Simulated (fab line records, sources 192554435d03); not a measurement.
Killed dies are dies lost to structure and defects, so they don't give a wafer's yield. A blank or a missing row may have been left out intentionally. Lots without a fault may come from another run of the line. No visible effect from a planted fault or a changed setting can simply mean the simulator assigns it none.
Matching of chambers / flow n5 finfet / N5_SDB_DESCUM_16 on rie diel-06 has 4 sister chambers
The step chemistry O2, time 7.9 s. 24 wafers are shown with their chamber, then 12 later ones without.

## WAFERS, EACH WITH ITS CHAMBER
wafer=L074.1; chamber=0; drypump motor current A (A)=5.2; throttle valve pct (%)=19.95; oes product au (a.u.)=0.75
wafer=L074.3; chamber=1; drypump motor current A (A)=6.4; throttle valve pct (%)=20.66; oes product au (a.u.)=0.69
wafer=L074.4; chamber=3; drypump motor current A (A)=5.0; throttle valve pct (%)=20.42; oes product au (a.u.)=1.00
wafer=L075.1; chamber=0; drypump motor current A (A)=5.2; throttle valve pct (%)=19.93; oes product au (a.u.)=0.76
wafer=L075.4; chamber=1; drypump motor current A (A)=6.3; throttle valve pct (%)=20.68; oes product au (a.u.)=0.68
wafer=L075.6; chamber=1; drypump motor current A (A)=6.4; throttle valve pct (%)=20.68; oes product au (a.u.)=0.69
wafer=L077.3; chamber=0; drypump motor current A (A)=5.2; throttle valve pct (%)=19.96; oes product au (a.u.)=0.75
wafer=L077.5; chamber=3; drypump motor current A (A)=5.1; throttle valve pct (%)=20.43; oes product au (a.u.)=0.98
wafer=L077.6; chamber=0; drypump motor current A (A)=5.2; throttle valve pct (%)=19.95; oes product au (a.u.)=0.75
wafer=L079.2; chamber=2; drypump motor current A (A)=5.8; throttle valve pct (%)=20.06; oes product au (a.u.)=0.89
wafer=L079.4; chamber=3; drypump motor current A (A)=5.1; throttle valve pct (%)=20.42; oes product au (a.u.)=0.95
wafer=L079.5; chamber=0; drypump motor current A (A)=5.2; throttle valve pct (%)=19.98; oes product au (a.u.)=0.75
wafer=L081.1; chamber=1; drypump motor current A (A)=6.4; throttle valve pct (%)=20.32; oes product au (a.u.)=0.96
wafer=L081.2; chamber=3; drypump motor current A (A)=5.0; throttle valve pct (%)=20.43; oes product au (a.u.)=0.94
wafer=L081.6; chamber=3; drypump motor current A (A)=5.0; throttle valve pct (%)=20.44; oes product au (a.u.)=0.94
wafer=L084.1; chamber=3; drypump motor current A (A)=5.1; throttle valve pct (%)=20.44; oes product au (a.u.)=0.94
wafer=L084.2; chamber=0; drypump motor current A (A)=5.2; throttle valve pct (%)=19.99; oes product au (a.u.)=0.73
wafer=L084.5; chamber=3; drypump motor current A (A)=5.1; throttle valve pct (%)=20.44; oes product au (a.u.)=0.93
wafer=L085.2; chamber=0; drypump motor current A (A)=5.2; throttle valve pct (%)=19.98; oes product au (a.u.)=0.74
wafer=L085.4; chamber=2; drypump motor current A (A)=5.8; throttle valve pct (%)=20.07; oes product au (a.u.)=0.87
wafer=L085.6; chamber=0; drypump motor current A (A)=5.2; throttle valve pct (%)=19.99; oes product au (a.u.)=0.73
wafer=L090.2; chamber=3; drypump motor current A (A)=5.1; throttle valve pct (%)=20.48; oes product au (a.u.)=0.92
wafer=L090.3; chamber=1; drypump motor current A (A)=6.3; throttle valve pct (%)=20.36; oes product au (a.u.)=0.89
wafer=L090.5; chamber=1; drypump motor current A (A)=6.3; throttle valve pct (%)=20.34; oes product au (a.u.)=0.90

SIGNATURES (means of the wafers above)
reading=drypump motor current A; chamber 0=5.200; chamber 1=6.350; chamber 2=5.800; chamber 3=5.062; scatter within a chamber=0.0411
reading=throttle valve pct; chamber 0=19.9662; chamber 1=20.5067; chamber 2=20.0650; chamber 3=20.4375; scatter within a chamber=0.0932
reading=oes product au; chamber 0=0.7450; chamber 1=0.8017; chamber 2=0.8800; chamber 3=0.9500; scatter within a chamber=0.0664
Rule: distance of a wafer from a chamber = root of the sum over the readings of ((wafer's reading minus chamber's mean) / reading's scatter) squared. The wafer belongs to the nearest chamber; if the next one is less than 2 further off, it can't be placed. The scatter is the square root of a quotient: the sum, over the shown wafers, of each reading's squared deviation from its chamber's mean, divided by wafers minus chambers.

## WAFERS MISSING THEIR CHAMBER
wafer=L093.2; drypump motor current A (A)=5.1; throttle valve pct (%)=20.48; oes product au (a.u.)=0.90
wafer=L093.5; drypump motor current A (A)=5.8; throttle valve pct (%)=20.11; oes product au (a.u.)=0.85
wafer=L093.6; drypump motor current A (A)=6.4; throttle valve pct (%)=20.36; oes product au (a.u.)=0.88
wafer=L095.1; drypump motor current A (A)=6.3; throttle valve pct (%)=20.36; oes product au (a.u.)=0.88
wafer=L095.2; drypump motor current A (A)=5.0; throttle valve pct (%)=20.48; oes product au (a.u.)=0.89
wafer=L095.3; drypump motor current A (A)=5.2; throttle valve pct (%)=20.03; oes product au (a.u.)=0.71
wafer=L096.3; drypump motor current A (A)=5.8; throttle valve pct (%)=20.10; oes product au (a.u.)=0.82
wafer=L096.5; drypump motor current A (A)=6.4; throttle valve pct (%)=20.37; oes product au (a.u.)=0.86
wafer=L096.6; drypump motor current A (A)=5.8; throttle valve pct (%)=20.10; oes product au (a.u.)=0.83
wafer=L097.1; drypump motor current A (A)=6.3; throttle valve pct (%)=20.39; oes product au (a.u.)=0.86
wafer=L097.3; drypump motor current A (A)=5.1; throttle valve pct (%)=20.49; oes product au (a.u.)=0.88
wafer=L097.4; drypump motor current A (A)=5.2; throttle valve pct (%)=20.02; oes product au (a.u.)=0.70

## CHAMBER TAKEN BY EACH
wafer=L093.2; from the rows above=3; in truth=3
wafer=L093.5; from the rows above=2; in truth=2
wafer=L093.6; from the rows above=1; in truth=1
wafer=L095.1; from the rows above=1; in truth=1
wafer=L095.2; from the rows above=3; in truth=3
wafer=L095.3; from the rows above=0; in truth=0
wafer=L096.3; from the rows above=2; in truth=2
wafer=L096.5; from the rows above=1; in truth=1
wafer=L096.6; from the rows above=2; in truth=2
wafer=L097.1; from the rows above=1; in truth=1
wafer=L097.3; from the rows above=3; in truth=3
wafer=L097.4; from the rows above=0; in truth=0
Correctly placed: 12 of 12. Left unplaced by these rows: 0. 0 placed wrongly.
